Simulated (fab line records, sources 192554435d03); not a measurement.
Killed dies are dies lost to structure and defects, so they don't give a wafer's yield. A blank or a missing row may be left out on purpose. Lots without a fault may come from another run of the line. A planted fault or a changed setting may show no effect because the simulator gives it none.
Chamber matching | flow n5_finfet | N5_BEOL_M2_ETCH_70 on rie_diel-04: 4 sister chambers
The step etches SOC in N2/H2, target depth 80 nm, overetch 24 nm, time 130 s. 8 wafers are shown with their chamber, then 11 later ones without.

WAFERS WITH THEIR CHAMBER
wafer  | chamber | drypump_motor_current_A (A) | showerhead_plenum_p_Torr (Torr)
L076.6 | 3       | 6.6                         | 2.61
L088.5 | 0       | 5.8                         | 2.47
L088.6 | 3       | 6.6                         | 2.60
L087.3 | 2       | 4.9                         | 2.54
L091.1 | 2       | 4.9                         | 2.54
L091.2 | 1       | 6.3                         | 2.59
L091.4 | 0       | 5.7                         | 2.47
L093.1 | 1       | 6.4                         | 2.59

WAFERS WITHOUT THEIR CHAMBER
wafer  | drypump_motor_current_A (A) | showerhead_plenum_p_Torr (Torr)
L093.5 | 4.9                         | 2.54
L093.6 | 6.4                         | 2.59
L094.2 | 5.8                         | 2.47
L094.3 | 4.9                         | 2.53
L094.4 | 4.9                         | 2.53
L097.1 | 5.7                         | 2.47
L097.2 | 6.4                         | 2.59
L097.4 | 6.3                         | 2.59
L096.2 | 5.8                         | 2.47
L096.3 | 6.3                         | 2.59
L096.4 | 5.8                         | 2.47

WHICH CHAMBER EACH WENT THROUGH
wafer  | from the rows above | in truth
L093.5 | 2                   | 2
L093.6 | 1                   | 1
L094.2 | 0                   | 0
L094.3 | 2                   | 2
L094.4 | 2                   | 2
L097.1 | 0                   | 0
L097.2 | 1                   | 1
L097.4 | 1                   | 1
L096.2 | 0                   | 0
L096.3 | 1                   | 1
L096.4 | 0                   | 0
Placed correctly: 11 of 11. Can't be placed from these rows: 0. Placed wrongly: 0.
How it was worked out, from the rows above alone: a wafer's distance from a chamber is the root of the sum, over the readings, of the square of ((its reading less the chamber's mean) divided by the reading's scatter). The wafer belongs to the nearest chamber; if the next one is less than 2 further off, it can't be placed. A chamber's mean is the mean of its shown wafers. The scatter: the root of (the sum of the squares of (reading less its chamber's mean) over the shown wafers, divided by (wafers less chambers)).
